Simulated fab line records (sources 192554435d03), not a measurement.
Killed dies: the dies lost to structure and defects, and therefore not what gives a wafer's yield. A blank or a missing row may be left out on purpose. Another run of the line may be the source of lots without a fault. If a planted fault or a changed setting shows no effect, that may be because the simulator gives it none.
Split-lot study / flow n5_finfet / 39 wafers read from 7 lots, route of 1938 steps

== ON THE SPLIT ==
At N5_BEOL_M12_SPUTTER_44 (material Ta, target thk 10 nm, time 16.13 s), the setting time_s was moved away from the recipe's 16.13 s on 12 of the 39 wafers read, by -35.3% to +27.3%. The other wafers ran this setting at the recipe's value.

== FROM THE SPLIT TO THE READING: what the file shows between them, 3 steps ==
- N5_BEOL_M12_SPUTTER_45: material Cu, target thk 80 nm, time 13.33 s
- N5_BEOL_M12_ECD_47: material Cu, target thk 720 nm
- N5_BEOL_M12_ANNEAL_48: time 90 s

== THE READING ==
barrier_field_endpoint_s, in s, at N5_BEOL_M12_CMP_49 (polishes, stops on SiOC, t overpolish 20.6 s, target thk 320 nm). A value of 30.4 s with a standard deviation of 0.72 s is what fault-free wafers of this fab line usually give.

wafer=L075.1; tool, chamber at the split=pvd_sputter-02, -; time_s as run, s=16.13; against the recipe=recipe; barrier_field_endpoint_s, s=30.9; against lot-mates on the recipe=-
wafer=L075.2; tool, chamber at the split=pvd_sputter-02, -; time_s as run, s=16.13; against the recipe=recipe; barrier_field_endpoint_s, s=30.0; against lot-mates on the recipe=-
wafer=L075.3; tool, chamber at the split=pvd_sputter-02, -; time_s as run, s=11.66; against the recipe=-27.7%; barrier_field_endpoint_s, s=26.6; against lot-mates on the recipe=-3.8
wafer=L075.4; tool, chamber at the split=pvd_sputter-02, -; time_s as run, s=11.66; against the recipe=-27.7%; barrier_field_endpoint_s, s=26.7; against lot-mates on the recipe=-3.7
wafer=L075.5; tool, chamber at the split=pvd_sputter-02, -; time_s as run, s=16.13; against the recipe=recipe; barrier_field_endpoint_s, s=30.4; against lot-mates on the recipe=-
wafer=L075.6; tool, chamber at the split=pvd_sputter-02, -; time_s as run, s=11.66; against the recipe=-27.7%; barrier_field_endpoint_s, s=27.5; against lot-mates on the recipe=-2.9
wafer=L079.1; tool, chamber at the split=pvd_sputter-01, -; time_s as run, s=16.13; against the recipe=recipe; barrier_field_endpoint_s, s=30.7; against lot-mates on the recipe=-
wafer=L079.3; tool, chamber at the split=pvd_sputter-01, -; time_s as run, s=10.44; against the recipe=-35.3%; barrier_field_endpoint_s, s=26.5; against lot-mates on the recipe=-4.7
wafer=L079.2; tool, chamber at the split=pvd_sputter-01, -; time_s as run, s=16.13; against the recipe=recipe; barrier_field_endpoint_s, s=31.4; against lot-mates on the recipe=-
wafer=L079.4; tool, chamber at the split=pvd_sputter-01, -; time_s as run, s=10.44; against the recipe=-35.3%; barrier_field_endpoint_s, s=28.0; against lot-mates on the recipe=-3.2
wafer=L079.5; tool, chamber at the split=pvd_sputter-01, -; time_s as run, s=10.44; against the recipe=-35.3%; barrier_field_endpoint_s, s=26.1; against lot-mates on the recipe=-5.1
wafer=L079.6; tool, chamber at the split=pvd_sputter-01, -; time_s as run, s=16.13; against the recipe=recipe; barrier_field_endpoint_s, s=31.5; against lot-mates on the recipe=-
wafer=L085.3; tool, chamber at the split=pvd_sputter-01, -; time_s as run, s=16.13; against the recipe=recipe; barrier_field_endpoint_s, s=30.3; against lot-mates on the recipe=-
wafer=L085.4; tool, chamber at the split=pvd_sputter-01, -; time_s as run, s=16.13; against the recipe=recipe; barrier_field_endpoint_s, s=29.5; against lot-mates on the recipe=-
wafer=L085.1; tool, chamber at the split=pvd_sputter-01, -; time_s as run, s=16.13; against the recipe=recipe; barrier_field_endpoint_s, s=29.1; against lot-mates on the recipe=-
wafer=L085.2; tool, chamber at the split=pvd_sputter-01, -; time_s as run, s=16.13; against the recipe=recipe; barrier_field_endpoint_s, s=29.5; against lot-mates on the recipe=-
wafer=L085.6; tool, chamber at the split=pvd_sputter-01, -; time_s as run, s=16.13; against the recipe=recipe; barrier_field_endpoint_s, s=30.3; against lot-mates on the recipe=-
wafer=L085.5; tool, chamber at the split=pvd_sputter-01, -; time_s as run, s=16.13; against the recipe=recipe; barrier_field_endpoint_s, s=30.1; against lot-mates on the recipe=-
wafer=L087.1; tool, chamber at the split=pvd_sputter-01, -; time_s as run, s=20.54; against the recipe=+27.3%; barrier_field_endpoint_s, s=33.6; against lot-mates on the recipe=+3.4
wafer=L087.2; tool, chamber at the split=pvd_sputter-01, -; time_s as run, s=20.54; against the recipe=+27.3%; barrier_field_endpoint_s, s=33.6; against lot-mates on the recipe=+3.4
wafer=L087.3; tool, chamber at the split=pvd_sputter-01, -; time_s as run, s=16.13; against the recipe=recipe; barrier_field_endpoint_s, s=30.4; against lot-mates on the recipe=-
wafer=L087.4; tool, chamber at the split=pvd_sputter-01, -; time_s as run, s=16.13; against the recipe=recipe; barrier_field_endpoint_s, s=30.4; against lot-mates on the recipe=-
wafer=L087.6; tool, chamber at the split=pvd_sputter-01, -; time_s as run, s=16.13; against the recipe=recipe; barrier_field_endpoint_s, s=29.7; against lot-mates on the recipe=-
wafer=L087.5; tool, chamber at the split=pvd_sputter-01, -; time_s as run, s=20.54; against the recipe=+27.3%; barrier_field_endpoint_s, s=33.6; against lot-mates on the recipe=+3.4
wafer=L090.3; tool, chamber at the split=pvd_sputter-02, -; time_s as run, s=18.93; against the recipe=+17.4%; barrier_field_endpoint_s, s=32.5; against lot-mates on the recipe=+2.3
wafer=L090.4; tool, chamber at the split=pvd_sputter-02, -; time_s as run, s=16.13; against the recipe=recipe; barrier_field_endpoint_s, s=29.4; against lot-mates on the recipe=-
wafer=L090.2; tool, chamber at the split=pvd_sputter-02, -; time_s as run, s=18.93; against the recipe=+17.4%; barrier_field_endpoint_s, s=31.6; against lot-mates on the recipe=+1.4
wafer=L090.1; tool, chamber at the split=pvd_sputter-02, -; time_s as run, s=16.13; against the recipe=recipe; barrier_field_endpoint_s, s=31.4; against lot-mates on the recipe=-
wafer=L090.6; tool, chamber at the split=pvd_sputter-02, -; time_s as run, s=18.93; against the recipe=+17.4%; barrier_field_endpoint_s, s=32.3; against lot-mates on the recipe=+2.1
wafer=L090.5; tool, chamber at the split=pvd_sputter-02, -; time_s as run, s=16.13; against the recipe=recipe; barrier_field_endpoint_s, s=29.7; against lot-mates on the recipe=-
wafer=L097.3; tool, chamber at the split=pvd_sputter-02, -; time_s as run, s=16.13; against the recipe=recipe; barrier_field_endpoint_s, s=29.9; against lot-mates on the recipe=-
wafer=L097.1; tool, chamber at the split=pvd_sputter-02, -; time_s as run, s=16.13; against the recipe=recipe; barrier_field_endpoint_s, s=30.2; against lot-mates on the recipe=-
wafer=L097.6; tool, chamber at the split=pvd_sputter-02, -; time_s as run, s=16.13; against the recipe=recipe; barrier_field_endpoint_s, s=30.8; against lot-mates on the recipe=-
wafer=L095.1; tool, chamber at the split=pvd_sputter-03, -; time_s as run, s=16.13; against the recipe=recipe; barrier_field_endpoint_s, s=29.8; against lot-mates on the recipe=-
wafer=L095.3; tool, chamber at the split=pvd_sputter-03, -; time_s as run, s=16.13; against the recipe=recipe; barrier_field_endpoint_s, s=31.2; against lot-mates on the recipe=-
wafer=L095.4; tool, chamber at the split=pvd_sputter-03, -; time_s as run, s=16.13; against the recipe=recipe; barrier_field_endpoint_s, s=30.8; against lot-mates on the recipe=-
wafer=L095.2; tool, chamber at the split=pvd_sputter-03, -; time_s as run, s=16.13; against the recipe=recipe; barrier_field_endpoint_s, s=31.3; against lot-mates on the recipe=-
wafer=L095.5; tool, chamber at the split=pvd_sputter-03, -; time_s as run, s=16.13; against the recipe=recipe; barrier_field_endpoint_s, s=30.5; against lot-mates on the recipe=-
wafer=L095.6; tool, chamber at the split=pvd_sputter-03, -; time_s as run, s=16.13; against the recipe=recipe; barrier_field_endpoint_s, s=30.2; against lot-mates on the recipe=-

THE FIT
A straight line over all 39 wafers: barrier_field_endpoint_s changes by +0.11 s for each +1% of time_s; r = +0.94; the points scatter about the line by 0.65 s.
The same after taking each lot's own level away (the mean of its wafers on the recipe; 39 wafers): +0.123 s for each +1%; r = +0.97; scatter 0.52 s.
According to that fit, moving time_s by its largest amount changes the reading by 4.4 s.
Across the lots, their own levels run from 29.80 to 31.20 s, a range of 1.9 times the standard deviation given above.
So the lot-to-lot level changes the slope: the two fits differ.
Check: -4.31 s against its lot-mates is what the line predicts for one of the wafers moved furthest among these (-35.3%) when that wafer is left out of the fit. It came out at -4.7 s against them.

== OTHER SPLITS ON THESE WAFERS ==
These wafers also went through other splits before the reading. Each is held against what the fit with the lots' levels taken away leaves over:
other split on the same wafers=N5_BEOL_M8_DESCUM_16 time_s; wafers away from the commonest value=12; r with barrier_field_endpoint_s (lot level and that fit taken away)=-0.03
other split on the same wafers=N5_BEOL_M11_CURE_72 time_s; wafers away from the commonest value=9; r with barrier_field_endpoint_s (lot level and that fit taken away)=+0.13

== THE WHOLE CHAIN: every reading that the file lists as answering this split, in the file's order ==
step=N5_BEOL_M12_SPUTTER_44; what it does=material Ta, target thk 10 nm, time 16.13 s; reading=Ta_of_BEOL_M12_SPUTTER_44.thk_nm (the simulator's own value, which no gauge read); change (the file's fit)=+0.0949 nm for each +1% of the setting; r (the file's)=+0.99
step=N5_BEOL_M12_CMP_49; what it does=polishes, stops on SiOC, t overpolish 20.6 s, target thk 320 nm; reading=barrier_field_endpoint_s; change (the file's fit)=+0.124 s for each +1% of the setting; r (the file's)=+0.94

== THE FILE'S OWN FIT ==
barrier_field_endpoint_s changes by +0.124 s for each +1% of time_s, r = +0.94.
